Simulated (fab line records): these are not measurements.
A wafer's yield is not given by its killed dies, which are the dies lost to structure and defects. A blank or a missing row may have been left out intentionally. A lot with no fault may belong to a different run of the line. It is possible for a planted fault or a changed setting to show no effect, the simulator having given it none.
A struck lot beside a sound one + flow nand harc + 15 steps out of a route of 1159
Sound: the wafers L796.1, L796.2, L796.3. Struck: wafer L786.1; the same lot's L786.5 was not struck, so it is left out; see the end for the cause.
Per side, at each step with rows, come the tool, then ch with its chambers, and then its first start. Under that, the readings that differ: sound wafers + struck wafers + difference of the means + sigmas: that difference in standard deviations of wafers without a fault.
alike: same words and numbers on both sides, and readings whose means sit less than 2 such deviations apart. not compared: any withheld reading, any reading some wafer has no value for, any bound like >300 that may hide the same value, and any number with overlapping values for which the record gives no deviation.
Wherever a step has rows on one side only, a row that says differs or no value, or a row with sigmas, the two part there. Numbers that don't overlap but have no deviation are shown without sigmas and don't part them. A reading that every wafer of one side lacks parts them only if that side has two wafers or more.

first, 7 steps without rows for these wafers: NHARC_A_CONTACT_COAT_35 (time 65 s); NHARC_A_CONTACT_COAT_36 (resist thk 90 nm); NHARC_A_CONTACT_SOFTBAKE_37 (time 55 s); NHARC_A_CONTACT_EBR_38; NHARC_A_CONTACT_EXPOSE_39 (exposes mask A CC 3); NHARC_A_CONTACT_PEB_40 (peb time 65 s); NHARC_A_CONTACT_DEVELOP_41 (develop time 35 s).
NHARC_A_CONTACT_CD_MEAS_42: the cd target is 200 nm.
  sound on cd sem-01 ch 0, day 19 06:56; struck on cd sem-01 ch 0, day 18 01:02
| reading    | sound             | struck | difference | sigmas |
|------------|-------------------|--------|------------|--------|
| cd nm (nm) | 200.7 200.5 200.0 | 199.1  | -1.3       | -2     |
NHARC_A_CONTACT_OVL_MEAS_43:
  sound: overlay-02 at day 19 07:02; struck: overlay-02 at day 18 01:08
| reading           | sound          | struck | difference | sigmas |
|-------------------|----------------|--------|------------|--------|
| overlay x nm (nm) | -1.0 -1.5 -1.4 | 0.9    | +2.2       | +3     |
| overlay y nm (nm) | 0.0 -0.3 -0.7  | 1.5    | +1.8       | +2     |
NHARC_A_CONTACT_INSPECT_44:
  sound: defect inspect-02 at day 19 07:05; struck: defect inspect-02 at day 18 01:10
| reading          | sound    | struck | difference | sigmas |
|------------------|----------|--------|------------|--------|
| raw defect count | 83 49 53 | 22     | -40        | -2     |
NHARC_A_CONTACT_DESCUM_47: chemistry O2, time 3 s.
  sound on rie diel-03 ch 1,2,3, day 19 07:25; struck on rie diel-09 ch 0, day 18 01:14
| reading                | sound             | struck | difference | sigmas |
|------------------------|-------------------|--------|------------|--------|
| oes product au (a.u.)  | 1.017 1.011 0.995 | 0.990  | -0.018     | -2     |
| rf hours counter h (h) | 14 14 14          | 27     | +13        |        |
  alike: drypump motor current A, o2 flow sccm, rf vpp V, showerhead plenum p Torr, throttle valve pct
NHARC_A_CONTACT_ETCH_48: etches the open film in CF4, target depth 39 nm, time 65 s.
  sound on rie diel-03 ch 0,2,3, day 19 07:41; struck on rie diel-09 ch 0, day 18 01:19
| reading                | sound    | struck | difference | sigmas |
|------------------------|----------|--------|------------|--------|
| rf hours counter h (h) | 14 14 15 | 27     | +13        |        |
  alike: drypump motor current A, oes product au, rf vpp V, run length s, showerhead plenum p Torr, throttle valve pct
NHARC_A_CONTACT_ETCH_49: etches the open film in N2/H2, target depth 260 nm, time 475.3 s.
  sound on rie diel-03 ch 0,1,3, day 19 07:56; struck on rie diel-09 ch 3, day 18 01:31
| reading                | sound             | struck | difference | sigmas      |
|------------------------|-------------------|--------|------------|-------------|
| rf hours counter h (h) | 15 14 15          | 30     | +15        |             |
| run length s (s)       | 496.0 496.4 496.7 | 382.4  | -114.0     | -99 or more |
  alike: drypump motor current A, oes product au, rf vpp V, showerhead plenum p Torr, throttle valve pct
NHARC_A_CONTACT_ETCH_50: etches the open film in CF4/CHF3, target depth 84.7 nm, time 42.4 s.
  sound: rie diel-03 ch 0,2,3; struck: rie diel-09 ch 1
| reading                | sound    | struck | difference | sigmas |
|------------------------|----------|--------|------------|--------|
| rf hours counter h (h) | 16 15 15 | 26     | +11        |        |
  alike: drypump motor current A, oes product au, rf vpp V, run length s, showerhead plenum p Torr, throttle valve pct
-- break in the record here, with 3 days between the starts of the struck wafers on either side (left off in module A_CONTACT, picked up again in module END, where the first step shown is number 1159 on the route) --
NHARC_END_SORT_01:
  the record has rows for the struck wafers here (prober-01 ch 0, day 21 08:19) and none for the sound ones

WHERE THEY PART
Earliest at NHARC_A_CONTACT_CD_MEAS_42; latest, in this record, at NHARC_END_SORT_01.

WHY: what had been put in by the simulator
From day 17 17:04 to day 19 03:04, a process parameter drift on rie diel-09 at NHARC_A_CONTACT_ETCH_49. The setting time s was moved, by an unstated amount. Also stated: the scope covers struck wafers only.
